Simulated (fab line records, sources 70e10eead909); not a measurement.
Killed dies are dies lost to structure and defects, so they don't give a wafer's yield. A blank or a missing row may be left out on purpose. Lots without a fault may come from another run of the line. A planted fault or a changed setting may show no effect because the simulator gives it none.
fab line records | flow nand_harc
record lots=6 wafers=18 last_day=30
route steps=1302 shown A_ZERO_WELL@403 A_SOURCE_PLATE@413 END@1302
lots that met no fault: from a run of the same line without faults
start_h: hours from the record's first day to the start of the lot's first wafer shown | wait_h: hours since the lot's step before | " the same as in the row above | L1.1+2: a row that stands for several wafers | - no value, or no start given | * or withheld: withheld | < > ~ a bound
route shown NAME@n: a module of which the file shows steps, and the number in the route of the first | usual: mean/standard deviation of fault-free wafers | same: alike in all rows | chamber/n: place in a boat | sites: the reading at each site | _std_site: their standard deviation | _edge_site: outer sites' mean less inner sites' | radius_mm: how far each site lies from the wafer's centre | mask NAME#n: copy n | behind: the tool/chamber that last shaped the wafer | hold: why the lot was held/for how many hours/how that ended | device: the transistor (n, p or np) that didn't switch | end of line: the same wafers' tests at the end of the route | a step without rows: its recipe alone | killed: dies lost to structure and defects at the first sort, not the wafer's yield | map: a wafer's dies, x killed, . not, _ none there
set.NAME: the setting as run; set.NAME@STEP: as run at that earlier step | model.NAME: the simulator's own value behind a step, which no gauge read
lots at some steps of the route; a table a step, a row a wafer
services: from which hour (start_h, from the record's first day; less than 0 if before it) a tool's chamber was out of use, for how many hours, and why
## steps
# step NHARC_A_ZERO_WELL_DESCUM_12
# recipe time_s=3 o2_flow_sccm=200 ar_flow_sccm=0 bias_power_w=0 chemistry=O2
# usual drypump_motor_current_A=5.7/0.44 oes_product_au=0.999/0.0079 rf_vpp_V=57.6/0.81 showerhead_plenum_p_Torr=1.86/0.049 throttle_valve_pct=11.312/0.0089
# columns lot.wafer tool chamber start_h wait_h drypump_motor_current_A oes_product_au rf_hours_counter_h rf_vpp_V showerhead_plenum_p_Torr throttle_valve_pct
L645.2 rie_diel-10 1 154.21 - 5.9 0.988 3 57.2 1.85 11.304
L645.3 " 2 " " 5.6 0.994 3 58.2 1.87 11.297
L645.6 " 1 " " 5.9 0.992 - 58.1 1.85 11.310
L646.3 rie_diel-10 1 169.74 - 5.9 1.001 4 57.4 1.85 11.313
L646.4 " 2 " " 5.6 0.998 4 59.3 1.87 11.323
L646.6 " 3 " " 5.2 1.008 - 56.8 1.78 11.316
L654.3 rie_diel-08 0 243.94 - 5.5 1.001 13 56.7 1.91 11.315
L654.2 " 2 " " 6.2 0.991 10 58.3 1.89 11.324
L654.1 " 3 " " 5.9 0.999 12 56.1 1.88 11.326
L653.1 rie_diel-08 0 245.79 - 5.5 0.995 14 57.4 1.91 11.307
L653.3 " 3 " " 5.9 0.991 13 57.9 1.88 11.312
L653.4 " 3 " " 5.9 0.992 - 57.2 1.88 11.317
L657.1 rie_diel-13 3 287.24 - 5.4 0.994 20 57.1 1.89 11.312
L657.4 " 1 " " 5.2 0.981 21 56.6 1.91 11.314
L657.5 " 2 " " 6.2 0.999 - 58.4 1.81 11.327
L658.1 rie_diel-13 1 287.93 - 5.2 0.986 21 57.9 1.91 11.317
L658.3 " 3 " " 5.3 1.003 20 59.2 1.89 11.299
L658.5 " 2 " " 6.2 1.002 - 57.1 1.81 11.311
# step NHARC_A_ZERO_WELL_ETCH_19
# recipe target_depth_a=800 overetch_a=240 time_s=87.88 ion_energy_ev=200 n2_flow_sccm=150 h2_flow_sccm=150 ar_flow_sccm=0 rf_w=400 bias_w=150 chemistry=N2/H2
# usual drypump_motor_current_A=5.7/0.44 oes_product_au=0.998/0.0085 rf_vpp_V=429.1/1.7 showerhead_plenum_p_Torr=1.99/0.052 throttle_valve_pct=14.170/0.0083
# columns lot.wafer tool chamber start_h wait_h drypump_motor_current_A oes_product_au rf_hours_counter_h rf_vpp_V showerhead_plenum_p_Torr throttle_valve_pct
L645.2 rie_diel-10 0 154.31 0.1 6.4 1.003 5 431.8 2.07 14.160
L645.3 " 1 " " 5.9 1.010 3 428.7 1.97 14.192
L645.6 " 0 " " 6.4 0.990 - 429.6 2.07 14.177
L646.4 rie_diel-10 2 169.81 0.1 5.6 0.999 4 429.8 1.99 14.182
L646.3 " 0 " " 6.5 0.998 5 431.1 2.07 14.170
L646.6 " 1 " " 5.9 1.008 - 429.2 1.97 14.158
L654.3 rie_diel-08 3 244.05 0.1 5.9 0.990 12 429.1 2.00 14.172
L654.1 " 0 " " 5.4 0.987 13 431.7 2.04 14.172
L654.2 " 2 " " 6.2 0.989 10 430.7 2.01 14.179
L653.3 rie_diel-08 0 245.89 0.1 5.4 0.986 14 430.4 2.04 14.178
L653.1 " 2 " " 6.2 0.980 11 429.2 2.01 14.171
L653.4 " 2 " " 6.2 0.986 - 429.7 2.01 14.158
L657.1 rie_diel-13 2 287.33 0.1 6.2 1.014 19 426.8 1.93 14.156
L657.4 " 3 " " 5.4 1.001 20 430.3 2.02 14.173
L657.5 " 1 " " 5.2 0.994 - 431.7 2.04 14.163
L658.3 rie_diel-13 0 288.02 0.1 5.2 0.984 20 428.2 1.94 14.166
L658.1 " 2 " " 6.2 1.005 19 427.2 1.93 14.187
L658.5 " 0 " " 5.2 0.993 - 429.9 1.94 14.157
# step NHARC_A_ZERO_WELL_ETCH_13
# recipe target_depth_a=1200 time_s=40.1 hbr_flow_sccm=150 cl2_flow_sccm=50 rf_w=400 icp_w=400 bias_w=100 chemistry=HBr/Cl2
# usual drypump_motor_current_A=5.92/0.3 he_backside_leak_sccm=2.82/0.25 oes_product_au=1.002/0.01 throttle_valve_pct=26.405/0.0089
# columns lot.wafer tool chamber start_h wait_h drypump_motor_current_A he_backside_leak_sccm oes_product_au rf_hours_counter_h throttle_valve_pct
L645.3 rie_si-03 1 154.46 - 6.16 2.89 1.008 0.59 26.401
L645.2 " 2 " " 5.67 3.02 1.000 0.58 26.415
L645.6 " 0 " " 6.19 3.02 0.996 - 26.423
L646.4 rie_si-01 2 169.92 - 5.69 2.80 0.995 0.80 26.425
L646.3 " 0 " " 6.20 2.93 1.005 0.83 26.412
L646.6 " 3 " " 6.22 2.33 0.992 - 26.402
L654.2 rie_si-03 3 244.19 - 5.72 2.78 1.015 0.04 26.396
L654.1 " 0 " " 6.14 3.19 1.013 0.04 26.417
L654.3 " 1 " " 6.19 2.76 0.995 0.08 26.405
L653.4 rie_si-06 0 246.02 - 5.33 2.75 1.016 1.17 26.398
L653.1 " 1 " " 6.17 2.58 1.013 1.08 26.408
L653.3 " 2 " " 5.60 2.60 0.998 1.03 26.414
L657.4 rie_si-03 3 287.44 - 5.72 2.81 1.010 0.40 26.402
L657.1 " 2 " " 5.67 3.06 1.000 0.40 26.411
L657.5 " 0 " " 6.17 3.20 0.995 - 26.416
L658.3 rie_si-01 2 288.14 - 5.69 2.85 0.993 0.54 26.417
L658.1 " 0 " " 6.16 3.06 1.008 0.56 26.403
L658.5 " 2 " " 5.70 2.91 1.000 - 26.400
# step NHARC_A_ZERO_WELL_STRIP_14
# recipe time_s=900 temp_c=130 chemistry=SPM
# step NHARC_A_ZERO_WELL_IMPLANT_15
# recipe energy_kev=150 dose_cm2=1e+13 tilt_deg=7
# step NHARC_A_ZERO_WELL_PRECLEAN_22
# recipe time_s=60 temp_c=50 bath_age_min=0 chemistry=SC1
# step NHARC_A_ZERO_WELL_SRD_23
# step NHARC_A_ZERO_WELL_RTA_16
# recipe temp_c=1000 time_s=10
# usual lamp_power_pct=32.7/0.77 lamp_zone_7_pct=33.2/0.78 wafer_temp_C_max=1007.2/1.7
# columns lot.wafer tool chamber start_h wait_h lamp_power_pct lamp_zone_7_pct wafer_temp_C_max
L645.2 rtp_anneal-02 0 155.69 0.1 33.5 34.1 1006.1
L645.3 " 0 " " 33.5 34.1 1007.0
L645.6 " 0 " " 33.5 34.1 1007.5
L646.3 rtp_anneal-02 0 170.88 - 33.6 34.1 1009.3
L646.4 " 0 " " 33.5 34.1 1007.5
L646.6 " 0 " " 33.6 34.1 1005.6
L654.1 rtp_anneal-01 0 245.08 - 31.9 32.5 1008.4
L654.2 " 0 " " 32.0 32.5 1006.7
L654.3 " 0 " " 31.9 32.5 1005.7
L653.1 rtp_anneal-01 0 246.92 - 32.0 32.5 1005.8
L653.3 " 0 " " 32.0 32.4 1007.5
L653.4 " 0 " " 32.0 32.5 1005.7
L657.1 rtp_anneal-01 0 288.43 0.1 32.0 32.5 1009.4
L657.4 " 0 " " 32.0 32.5 1004.2
L657.5 " 0 " " 32.0 32.5 1006.5
L658.1 rtp_anneal-01 0 289.04 - 32.0 32.4 1006.5
L658.3 " 0 " " 31.9 32.5 1007.8
L658.5 " 0 " " 32.0 32.5 1007.7
# step NHARC_A_ZERO_WELL_INSPECT_17
# usual raw_defect_count=10/5.7
# columns lot.wafer tool chamber start_h wait_h raw_defect_count
L645.2 defect_inspect-02 - 155.86 0.1 7
L645.3 " - " " 15
L645.6 " - " " 9
L646.3 defect_inspect-02 - 171.02 0.1 22
L646.4 " - " " 23
L646.6 " - " " 31
L654.1 defect_inspect-01 - 245.28 0.2 5
L654.2 " - " " 5
L654.3 " - " " 5
L653.1 defect_inspect-01 - 247.12 0.2 7
L653.3 " - " " 5
L653.4 " - " " 9
L657.1 defect_inspect-02 - 288.63 0.2 15
L657.4 " - " " 6
L657.5 " - " " 5
L658.1 defect_inspect-01 - 289.23 0.2 3
L658.3 " - " " 4
L658.5 " - " " 3
# step NHARC_A_SOURCE_PLATE_PRECLEAN_00
# recipe time_s=60 chemistry=HF-LAST
# step NHARC_A_SOURCE_PLATE_SRD_01
# step NHARC_A_SOURCE_PLATE_OXIDE_02
# recipe target_thk_a=100 temp_c=900 ox_time_s=1362 material=SiO2
# usual ox_temp_c=899.9/0.37 ox_time_s=1362/0 zone_power_bottom_pct=29.9/1.2
# columns lot.wafer tool chamber start_h wait_h ox_temp_c ox_time_s zone_power_bottom_pct
L645.2 furnace-03 0 158.88 - 899.9 1362 30.0
L645.3 " 0 " " 900.1 1362 30.2
L645.6 " 0 " " 899.3 1362 29.5
L645.2 furnace-07 0 162.97 0.4 900.8 1362 31.1
L645.3 " 0 " " 901.1 1362 30.5
L645.6 " 0 " " 900.2 1362 31.1
L646.3 furnace-03 - 174.26 - - - -
L646.4 " - " " - - -
L646.6 " - " " - - -
L646.3 furnace-07 0 178.15 0.3 900.4 1362 30.8
L646.4 " 0 " " 900.1 1362 30.2
L646.6 " 0 " " 900.1 1362 30.6
L653.1 furnace-03 0 248.52 - 899.7 1362 30.0
L653.3 " 0 " " 899.7 1362 30.0
L653.4 " 0 " " 900.0 1362 30.0
L654.1 furnace-03 0 248.52 - 899.9 1362 30.0
L654.2 " 0 " " 899.5 1362 30.0
L654.3 " 0 " " 899.3 1362 29.8
L657.1 furnace-07 0 291.39 - 899.8 1362 31.3
L657.4 " 0 " " 900.4 1362 30.7
L657.5 " 0 " " 899.5 1362 31.2
L658.1 furnace-07 0 291.39 2.0 900.5 1362 30.7
L658.3 " 0 " " 900.5 1362 31.3
L658.5 " 0 " " 900.6 1362 30.8
# step NHARC_A_SOURCE_PLATE_THK_MEAS_09
# recipe thk_meas_gauge=ellipsometry
# usual thk_nm=9.8/1
# columns lot.wafer tool chamber start_h wait_h thk_nm
L645.2 film_metro-02 - 167.36 0.7 15.7
L645.3 " - " " 16.2
L645.6 " - " " 16.2
L646.3 film_metro-02 - 182.47 0.7 16.7
L646.4 " - " " 16.4
L646.6 " - " " 15.3
L653.1 film_metro-01 - 252.59 0.4 9.3
L653.3 " - " " 10.2
L653.4 " - " " 7.8
L654.1 film_metro-02 - 252.59 0.4 10.2
L654.2 " - " " 8.9
L654.3 " - " " 11.6
L657.1 film_metro-02 - 295.48 0.4 10.3
L657.4 " - " " 11.2
L657.5 " - " " 8.0
L658.1 film_metro-01 - 295.48 0.4 9.1
L658.3 " - " " 10.2
L658.5 " - " " 10.3
# step NHARC_A_SOURCE_PLATE_PVD_04
# recipe target_thk_a=500 material=WSi2
# step NHARC_END_SORT_01
# recipe temp_c=25
# usual killed_at_array=59/19 killed_at_other=1.0/1.1 killed_at_periphery=3.8/2.4 killed_dies=64/19 killed_open=3.3/2 killed_short=2.4/1.6
# same gross_dies=677
# columns lot.wafer tool chamber start_h wait_h killed_at_array killed_at_other killed_at_periphery killed_dies killed_open killed_short
L645.3 prober-01 0 572.96 3.1 48 0 4 52 2 2
L646.4 prober-02 0 593.40 3.4 103 0 3 106 5 8
# killed by level:class
L645.3 A_CHANNEL_HOLE_D1:chamber_film_flake=26 A_CHANNEL_HOLE_D2:chamber_film_flake=14 P_BONDPAD:chamber_film_flake=2 A_CHANNEL_FILL_D1:chamber_film_flake=2 P_M2:geometric_particle:open=1 A_SOURCE_PLATE:geometric_particle:short=1 A_CHANNEL_FILL_D1:geometric_particle:short=1 A_CHANNEL_FILL_D2:geometric_particle:open=1
L646.4 A_CHANNEL_HOLE_D1:chamber_film_flake=31 A_CHANNEL_HOLE_D2:chamber_film_flake=25 A_SLIT:chamber_film_flake=20 A_CONTACT:chamber_film_flake=6 A_SGD_CUT:chamber_film_flake=5 A_CHANNEL_FILL_D2:geometric_particle:short=4 A_CHANNEL_FILL_D2:geometric_particle:open=2 A_CHANNEL_FILL_D1:chamber_film_flake=2
## services
# columns tool chamber start_h hours kind
rie_si-01 2 135.98 11.8 repair
rie_diel-13 3 140.56 11.1 repair
rie_diel-13 0 144.43 - clean
rie_diel-13 1 144.43 - clean
rie_diel-13 2 144.43 - clean
rie_diel-10 0 148.09 - clean
rie_diel-10 1 148.09 - clean
rie_diel-10 2 148.09 - clean
rie_diel-10 3 148.09 - clean
rie_diel-08 0 154.53 - clean
rie_diel-13 - 165.39 9.0 pm
rie_si-01 - 193.00 9.0 pm
rie_diel-08 - 198.62 9.0 pm
rie_diel-13 2 199.64 10.7 repair
rie_si-03 1 213.28 7.2 repair
rie_si-03 - 221.00 9.0 pm
rie_diel-10 1 224.16 2.8 repair
rie_si-01 0 231.24 5.7 repair
rie_diel-08 1 235.53 11.7 repair
rie_diel-10 - 242.50 9.0 pm
rie_si-06 - 249.00 9.0 pm
rie_diel-08 0 263.88 10.2 repair
rie_si-01 - 266.64 0.9 repair
rie_diel-08 2 289.37 25.5 repair
## key
first_sign step=NHARC_A_SOURCE_PLATE_OXIDE_02 reading=visit direction=added
effect step=NHARC_A_SOURCE_PLATE_OXIDE_02 reading=tool_record direction=missing
effect step=NHARC_A_SOURCE_PLATE_THK_MEAS_09 reading=thk_nm direction=up sigmas=6 usual=9.8 struck=16.1
met_at NHARC_A_SOURCE_PLATE_OXIDE_02
struck_wafers L645.2,L645.3,L645.6,L646.3,L646.4,L646.6
tester_left_out L645,L646
fault kind=repeated_step_whole tool=furnace-03,furnace-06,furnace-07 chamber=- onset_h=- steps=NHARC_A_SOURCE_PLATE_OXIDE_02 times=1 scope=struck_lots_only
# tester_left_out: of these lots the tester's yield and bins aren't shown, on N5 and GAA mostly nor the transistor test; their killed dies are dies lost to structure and defects alone, not to doping, threshold or leakage, so they don't give the yield
